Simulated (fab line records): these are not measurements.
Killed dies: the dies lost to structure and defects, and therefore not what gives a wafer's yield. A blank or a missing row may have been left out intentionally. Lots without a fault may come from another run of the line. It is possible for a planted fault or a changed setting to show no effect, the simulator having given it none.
fab line records	flow n5-finfet	part 2 of 2: steps 21 to 26 of 26
record: lots: 5	wafers: 15	last-day: 17
route steps=1938 shown BEOL_M5@1136
lots untouched by any fault: they come from a run of this same line in which no faults occurred
start-h: hours from the record's first day to the start of the lot's first wafer shown	wait-h: time in hours since the lot's previous step	" unchanged from the row above	L1.1+2: a single row standing in for several wafers	- no value, or no start was given	* or withheld: withheld	< > ~ a bound
route shown NAME@n: names a module that has steps shown in the file, with the first one's number in the route	usual: mean and standard deviation over wafers with no fault	same: alike in all rows	chamber/n: place in a boat	sites: readings site by site	_std_site: standard deviation of those values	_edge_site: inner sites' mean taken away from outer sites' mean	radius-mm: for every site, how far away it sits from the centre of the wafer	mask NAME#n: copy n	behind: the last tool/chamber to shape the wafer	hold: why the lot was held/for how many hours/how that ended	device: which transistor (n, p or np) failed to switch	end of line: at the end of the route, the tests of the same wafers	where a step has no rows: the recipe by itself	killed: at the first sort, the dies lost to defects and structure; wafer yield is something else	map: per-die view of a wafer (x killed, . not killed, _ where there is no die)
set.NAME: the setting as run; set.NAME@STEP: as run at that earlier step	model.NAME: the simulator's own value behind a step, which no gauge read
lots seen at some steps along the route; tables by step, rows by wafer
services: the hour from which a tool's chamber was out of use, counted from the record's first day as start-h (under 0 if before that day), plus the number of hours and why
== steps ==
step: N5_BEOL_M5_STRIP_76
recipe: chemistry: N2/H2	temp-c: 40	n2-flow-sccm: 200	h2-flow-sccm: 200	rf-frequency-hz: 6e+07
lot.wafer	tool	chamber	start-h	wait-h
L074.2+5+6	rie-diel-06	1,2,1	183.07	0.0
L078.1+2+6	rie-diel-05	2,0,3	204.46	0.0
L082.1+3+6	rie-diel-06	0,2,3	232.61	0.0
L086.2+4+6	rie-diel-03	1,3,3	257.82	0.0
L094.1+4+6	rie-diel-03	2,3,2	300.06	0.0
step: N5_BEOL_M5_VIA_ETCH_34
recipe: chemistry: C4F6/O2	target: SiCOH_lowk	target-depth-a: 883	mask-material: SOC	taper-deg: 4	time-s: 39.2	ion-energy-ev: 250	pressure-mtorr: 30	source-w: 345	bias-w: 185	Ar_flow_sccm: 300	C4F6_flow_sccm: 10	O2_flow_sccm: 10
usual: O2_flow_sccm: 10.00/0.031	bias-w: 185.0/0.51	drypump-motor-current-A: 5.8/0.45	oes_ar_750_au: 0.80/0.081	oes-product-au: 0.80/0.088	rf-vpp-V: 671/9.3	showerhead-plenum-p-Torr: 2.88/0.094	throttle-valve-pct: 21.03/0.17
lot.wafer	tool	chamber	start-h	wait-h	O2_flow_sccm	bias-w	drypump-motor-current-A	oes_ar_750_au	oes-product-au	rf-hours-counter-h	rf-vpp-V	showerhead-plenum-p-Torr	throttle-valve-pct
L074.2	rie-diel-06	1	183.08	0.0	9.95	185.1	6.3	0.76	0.77	154	681	2.95	21.25
L074.5	"	2	"	"	10.01	185.1	5.5	0.73	0.72	-	660	2.71	21.20
L074.6	"	1	"	"	9.98	185.2	6.4	0.77	0.77	-	681	2.95	21.25
L078.1	rie-diel-05	2	204.47	0.0	9.98	185.9	5.1	0.87	0.87	51	670	2.79	21.08
L078.2	"	0	"	"	9.99	184.4	6.8	0.81	0.82	108	684	3.00	20.80
L078.6	"	3	"	"	10.02	185.3	5.1	0.93	0.98	-	690	3.02	20.74
L082.1	rie-diel-06	0	232.62	0.0	9.99	184.9	5.8	0.95	0.94	7	679	2.91	21.05
L082.3	"	2	"	"	9.99	185.1	5.5	1.00	0.98	0	670	3.05	20.80
L082.6	"	3	"	"	9.99	184.8	5.9	0.81	0.80	-	669	2.77	21.03
L086.2	rie-diel-03	1	257.83	0.0	10.00	185.0	6.1	0.73	0.72	187	666	2.86	21.08
L086.4	"	3	"	"	9.98	185.0	5.7	0.73	0.70	201	652	2.83	21.02
L086.6	"	3	"	"	10.00	184.7	5.7	0.72	0.71	-	653	2.83	21.03
L094.1	rie-diel-03	2	300.07	0.0	10.02	185.5	6.1	0.69	0.69	249	666	2.91	21.15
L094.4	"	3	"	"	9.96	185.1	5.6	0.71	0.69	211	653	2.83	21.03
L094.6	"	2	"	"	9.99	185.5	6.1	0.69	0.70	-	668	2.91	21.17
step: N5_BEOL_M5_STRIP_85
recipe: chemistry: C4F6/O2	resist: SiARC	rf-frequency-hz: 6e+07
lot.wafer	tool	chamber	start-h	wait-h
L074.2+5+6	rie-diel-06	1,2,1	183.11	0.0
L078.1+2+6	rie-diel-05	2,0,3	204.50	0.0
L082.1+3+6	rie-diel-06	0,2,3	232.66	0.0
L086.2+4+6	rie-diel-03	1,3,3	257.87	0.0
L094.1+4+6	rie-diel-03	2,3,2	300.11	0.0
step: N5_BEOL_M5_STRIP_36
recipe: chemistry: N2/H2	power-w: 450	temp-c: 40	pressure-mtorr: 20	rf-frequency-hz: 6e+07	overash-fraction: 0.3	bias-power-w: 7	h2-frac: 0.5	n2-flow-sccm: 200	h2-flow-sccm: 200
usual: drypump-motor-current-A: 5.8/0.45	oes-product-au: 0.81/0.089	rf-vpp-V: 59.1/1.4	showerhead-plenum-p-Torr: 2.57/0.089	throttle-valve-pct: 23.8/0.34
lot.wafer	tool	chamber	start-h	wait-h	drypump-motor-current-A	oes-product-au	rf-hours-counter-h	rf-vpp-V	showerhead-plenum-p-Torr	throttle-valve-pct
L074.2	rie-diel-06	1	183.12	0.0	6.4	0.76	154	61.4	2.66	24.5
L074.5	"	2	"	"	5.4	0.71	-	57.7	2.38	23.9
L074.6	"	1	"	"	6.4	0.77	-	60.8	2.66	24.5
L078.1	rie-diel-05	2	204.51	0.0	5.0	0.86	51	58.2	2.49	24.2
L078.2	"	0	"	"	6.8	0.83	108	57.3	2.66	23.4
L078.6	"	3	"	"	5.1	0.98	-	59.5	2.72	23.6
L082.1	rie-diel-06	0	232.67	0.0	5.8	0.98	7	59.9	2.60	23.7
L082.3	"	2	"	"	5.5	1.00	0	61.4	2.70	23.4
L082.6	"	3	"	"	5.9	0.83	-	56.9	2.47	23.7
L086.2	rie-diel-03	1	257.88	0.0	6.1	0.73	187	60.4	2.52	23.6
L086.4	"	3	"	"	5.7	0.71	201	60.0	2.51	23.6
L086.6	"	3	"	"	5.7	0.72	-	60.1	2.51	23.6
L094.1	rie-diel-03	2	300.12	0.0	6.1	0.69	249	61.5	2.60	23.9
L094.4	"	3	"	"	5.6	0.71	211	57.4	2.51	23.6
L094.6	"	2	"	"	6.2	0.70	-	59.9	2.60	23.9
step: N5_BEOL_M5_TRENCH_ETCH_37
recipe: chemistry: C4F6/O2	target-depth-a: 716.52	target: SiCOH_lowk	time-s: 24.7	ion-energy-ev: 250	pressure-mtorr: 30	source-w: 345	bias-w: 185	Ar_flow_sccm: 300	C4F6_flow_sccm: 10	O2_flow_sccm: 10
usual: O2_flow_sccm: 9.998/0.028	bias-w: 185.0/0.55	drypump-motor-current-A: 5.8/0.45	oes_ar_750_au: 0.80/0.081	oes-product-au: 0.80/0.088	rf-vpp-V: 671/9.3	showerhead-plenum-p-Torr: 2.88/0.094	throttle-valve-pct: 21.06/0.17
lot.wafer	tool	chamber	start-h	wait-h	O2_flow_sccm	bias-w	drypump-motor-current-A	oes_ar_750_au	oes-product-au	rf-hours-counter-h	rf-vpp-V	showerhead-plenum-p-Torr	throttle-valve-pct
L074.2	rie-diel-06	1	-	-	10.007	184.2	6.4	0.76	0.77	154	681	2.95	21.30
L074.5	"	2	"	"	10.069	184.6	5.4	0.72	0.72	-	659	2.71	21.24
L074.6	"	1	"	"	9.985	184.8	6.4	0.76	0.77	-	683	2.95	21.31
L078.1	rie-diel-05	2	-	-	9.986	185.7	5.1	0.87	0.86	51	668	2.79	21.09
L078.2	"	0	"	"	10.051	185.5	6.8	0.81	0.82	108	684	3.00	20.82
L078.6	"	3	"	"	9.940	184.4	5.1	0.94	0.96	-	689	3.02	20.78
L082.1	rie-diel-06	0	-	-	10.071	184.2	5.8	0.94	0.95	7	678	2.91	21.08
L082.3	"	2	"	"	10.022	185.4	5.4	0.99	0.99	0	670	3.05	20.84
L082.6	"	3	"	"	10.012	185.3	5.9	0.81	0.81	-	670	2.77	21.09
L086.2	rie-diel-03	1	-	-	10.011	185.5	6.1	0.74	0.73	187	666	2.86	21.11
L086.4	"	3	"	"	10.006	184.9	5.6	0.72	0.71	201	653	2.83	21.06
L086.6	"	3	"	"	9.986	185.1	5.7	0.72	0.70	-	652	2.83	21.09
L094.1	rie-diel-03	2	-	-	9.969	185.4	6.1	0.70	0.69	249	669	2.91	21.18
L094.4	"	3	"	"	10.024	185.0	5.6	0.71	0.70	211	651	2.83	21.08
L094.6	"	2	"	"	9.950	185.9	6.1	0.70	0.69	-	665	2.91	21.18
step: N5_BEOL_M5_ETCH_41
recipe: chemistry: CH3F/O2	target: SiCN	target-depth-a: 315	taper-deg: 2	time-s: 56.7	ion-energy-ev: 120	mask-material: TiN	pressure-mtorr: 30	source-w: 395	bias-w: 75	Ar_flow_sccm: 150	CH3F_flow_sccm: 30	O2_flow_sccm: 20
usual: O2_flow_sccm: 20.00/0.057	bias-w: 74.98/0.22	drypump-motor-current-A: 5.8/0.45	oes-product-au: 0.80/0.089	rf-vpp-V: 297.8/1.6	showerhead-plenum-p-Torr: 2.03/0.069	throttle-valve-pct: 16.44/0.19
lot.wafer	tool	chamber	start-h	wait-h	O2_flow_sccm	bias-w	drypump-motor-current-A	oes-product-au	rf-hours-counter-h	rf-vpp-V	showerhead-plenum-p-Torr	throttle-valve-pct
L074.2	rie-diel-06	1	-	-	20.09	75.10	6.3	0.77	154	300.3	2.08	16.66
L074.5	"	2	"	"	20.07	74.96	5.5	0.72	-	295.4	1.90	16.64
L074.6	"	1	"	"	20.01	74.76	6.3	0.77	-	299.0	2.08	16.66
L078.1	rie-diel-05	2	-	-	19.93	75.09	5.1	0.87	51	296.3	1.96	16.43
L078.2	"	0	"	"	19.96	75.36	6.8	0.82	108	299.2	2.11	16.21
L078.6	"	3	"	"	19.96	74.82	5.1	0.96	-	299.5	2.13	16.10
L082.1	rie-diel-06	0	-	-	20.01	74.90	5.8	0.96	7	297.6	2.05	16.42
L082.3	"	2	"	"	20.04	75.23	5.4	0.99	0	299.7	2.14	16.13
L082.6	"	3	"	"	20.07	74.91	5.9	0.82	-	294.5	1.94	16.43
L086.2	rie-diel-03	1	-	-	20.04	75.01	6.1	0.72	187	297.5	2.01	16.49
L086.4	"	3	"	"	19.90	74.74	5.7	0.70	201	296.8	1.99	16.50
L086.6	"	3	"	"	19.97	74.80	5.6	0.70	-	297.2	1.99	16.50
L094.1	rie-diel-03	2	-	-	20.03	75.13	6.1	0.69	249	297.6	2.05	16.66
L094.4	"	3	"	"	19.91	75.36	5.6	0.70	211	296.6	1.98	16.52
L094.6	"	2	"	"	20.06	75.07	6.1	0.69	-	298.7	2.05	16.65
== services ==
tool	chamber	start-h	hours	kind
rie-diel-03	1	156.24	7.0	repair
rie-diel-03	2	158.64	5.7	repair
rie-metal-02	0	166.26	7.7	repair
euv-scanner-02	-	167.02	1.0	pm
rie-diel-06	1	171.06	6.3	repair
euv-scanner-01	-	183.78	1.0	pm
rie-diel-05	1	185.48	11.0	repair
rie-diel-06	0	198.60	-	clean
rie-diel-06	0	198.60	-	consumable-replace:focus-ring
rie-diel-06	0	198.60	18.2	scheduled-down
rie-metal-02	1	198.86	9.7	repair
rie-diel-03	3	202.61	2.6	repair
euv-scanner-02	-	202.63	4.6	pm
euv-scanner-02	-	215.27	0.1	repair
euv-scanner-02	-	223.17	1.0	pm
euv-scanner-01	-	228.10	1.5	repair
rie-diel-06	-	230.51	0.5	repair
rie-diel-06	2	237.70	13.5	repair
euv-scanner-01	-	239.93	1.0	pm
euv-scanner-02	-	249.57	12.0	pm
euv-scanner-01	-	274.77	1.3	repair
euv-scanner-02	-	279.32	1.0	pm
euv-scanner-02	-	291.07	5.9	repair
euv-scanner-01	-	296.94	4.6	pm
